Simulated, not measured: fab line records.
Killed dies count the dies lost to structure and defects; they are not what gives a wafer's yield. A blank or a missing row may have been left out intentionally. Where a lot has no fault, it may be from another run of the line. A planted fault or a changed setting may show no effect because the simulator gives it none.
Split-lot trial    flow n5Finfet    on a route of 1938 steps: 7 lots, 21 wafers read

== THE SPLIT ==
At N5_BEOL_M10_COAT_63 (time 60 s, resist thk 100 nm), the setting spinRpm was moved away from the recipe's 1500 rpm on 10 of the 21 wafers read, by -10.7% to -3.5%. This setting was run at the recipe's value on the other wafers.

== FROM THE SPLIT TO THE READING: what the file shows between them, 8 steps ==
- N5_BEOL_M10_EXPOSE_25: exposes mask V9 (also split here: doseMj)
- N5_BEOL_M10_PEB_26: peb time 60 s
- N5_BEOL_M10_DEVELOP_27: develop time 30 s
- N5_BEOL_M10_CD_MEAS_28: target cd 70 nm
- N5_BEOL_M10_DESCUM_33: chemistry O2, time 7.9 s
- N5_BEOL_M10_ETCH_65: etches SiARC in CF4, target depth 39 nm, time 65 s
- N5_BEOL_M10_ETCH_66: etches SOC in N2/H2, target depth 120 nm, overetch 24 nm, time 180 s
- N5_BEOL_M10_STRIP_69: strips in N2/H2

== THE READING ==
SOC_of_BEOL_M10_COAT_63.thkNm (the simulator's own value, which no gauge read), in nm, at N5_BEOL_M10_VIA_ETCH_34 (etches SiCOH lowk in C4F6/O2, target depth 184.5 nm, time 69.2 s). The file does not state a usual value for it. The 11 wafers here that ran the recipe average 92.1 nm, standard deviation 0.31 nm.

wafer   tool, chamber at the split  spinRpm as run, rpm  against the recipe  SOC_of_BEOL_M10_COAT_63.thkNm, nm  against lot-mates on the recipe
L074.1  lithoTrack-03, 0            1500                 recipe              91.8                               -
L074.2  lithoTrack-03, 0            1375                 -8.3%               96.4                               +4.4
L074.3  lithoTrack-03, 0            1500                 recipe              92.2                               -
L079.2  lithoTrack-02, 0            1340                 -10.7%              98                                 no lot-mate on the recipe
L079.4  lithoTrack-02, 0            1340                 -10.7%              98                                 no lot-mate on the recipe
L079.3  lithoTrack-02, 0            1340                 -10.7%              97.8                               no lot-mate on the recipe
L080.1  lithoTrack-03, 0            1500                 recipe              92.6                               -
L080.2  lithoTrack-03, 0            1500                 recipe              92.4                               -
L080.5  lithoTrack-03, 0            1500                 recipe              92.2                               -
L082.1  lithoTrack-02, 0            1410                 -6.0%               95                                 no lot-mate on the recipe
L082.3  lithoTrack-02, 0            1410                 -6.0%               95                                 no lot-mate on the recipe
L082.4  lithoTrack-02, 0            1410                 -6.0%               95                                 no lot-mate on the recipe
L085.1  lithoTrack-03, 0            1447                 -3.5%               93.8                               +2.0
L085.3  lithoTrack-03, 0            1447                 -3.5%               93.6                               +1.8
L085.4  lithoTrack-03, 0            1500                 recipe              91.8                               -
L089.1  lithoTrack-05, 0            1500                 recipe              92                                 -
L089.3  lithoTrack-05, 0            1500                 recipe              92.6                               -
L089.5  lithoTrack-05, 0            1350                 -10.0%              97.8                               +5.5
L091.1  lithoTrack-05, 0            1500                 recipe              91.6                               -
L091.2  lithoTrack-05, 0            1500                 recipe              92                                 -
L091.5  lithoTrack-05, 0            1500                 recipe              92.2                               -

THE FIT
A straight line over all 21 wafers: SOC_of_BEOL_M10_COAT_63.thkNm changes by -0.537 nm for each +1% of spinRpm; r = -0.99; the points scatter about the line by 0.3 nm.
The same after taking each lot's own level away (the mean of its wafers on the recipe; 15 wafers): -0.541 nm for each +1%; r = -0.99; scatter 0.21 nm.
Per that fit: largest spinRpm move, reading shift of 5.8 nm.
The lots' own levels span 91.80 to 92.40 nm, that is 1.9 times the standard deviation above.
Hence the lot-to-lot level has little effect on the slope; both slopes agree.
Check: +5.3 nm against its lot-mates is what the line predicts for one of the wafers moved furthest among these (-10.0%) when that wafer is left out of the fit. It came out at +5.5 nm against them.

== OTHER SPLITS APPLIED TO THESE WAFERS ==
These wafers also went through other splits before the reading. Each is held against what the fit with the lots' levels taken away leaves over:
other split on the same wafers   wafers away from the commonest value  r with SOC_of_BEOL_M10_COAT_63.thkNm (lot level and that fit taken away)
N5_BEOL_M8_ETCH_65 sourceW       8                                     +0.10
N5_BEOL_M8_TRENCH_ETCH_37 biasW  7                                     +0.00
N5_BEOL_M9_EXPOSE_25 doseMj      7                                     -0.06
N5_BEOL_M10_EXPOSE_25 doseMj     5                                     +0.13

== THE WHOLE CHAIN: every reading that the file lists as answering this split, in the file's order ==
step                     what it does                                                          reading                                                                         change (the file's fit)                r (the file's)
N5_BEOL_M10_COAT_63      time 60 s, resist thk 100 nm                                          SOC_of_BEOL_M10_COAT_63.thkNm (the simulator's own value, which no gauge read)  -0.55 nm for each +1% of the setting   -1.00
N5_BEOL_M10_ETCH_66      etches SOC in N2/H2, target depth 120 nm, overetch 24 nm, time 180 s  etch.depthNm (the simulator's own value, which no gauge read)                   -0.551 nm for each +1% of the setting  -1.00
N5_BEOL_M10_VIA_ETCH_34  etches SiCOH lowk in C4F6/O2, target depth 184.5 nm, time 69.2 s      SOC_of_BEOL_M10_COAT_63.thkNm (the simulator's own value, which no gauge read)  -0.541 nm for each +1% of the setting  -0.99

== THE FILE'S OWN FIT ==
SOC_of_BEOL_M10_COAT_63.thkNm changes by -0.541 nm for each +1% of spinRpm, r = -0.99.
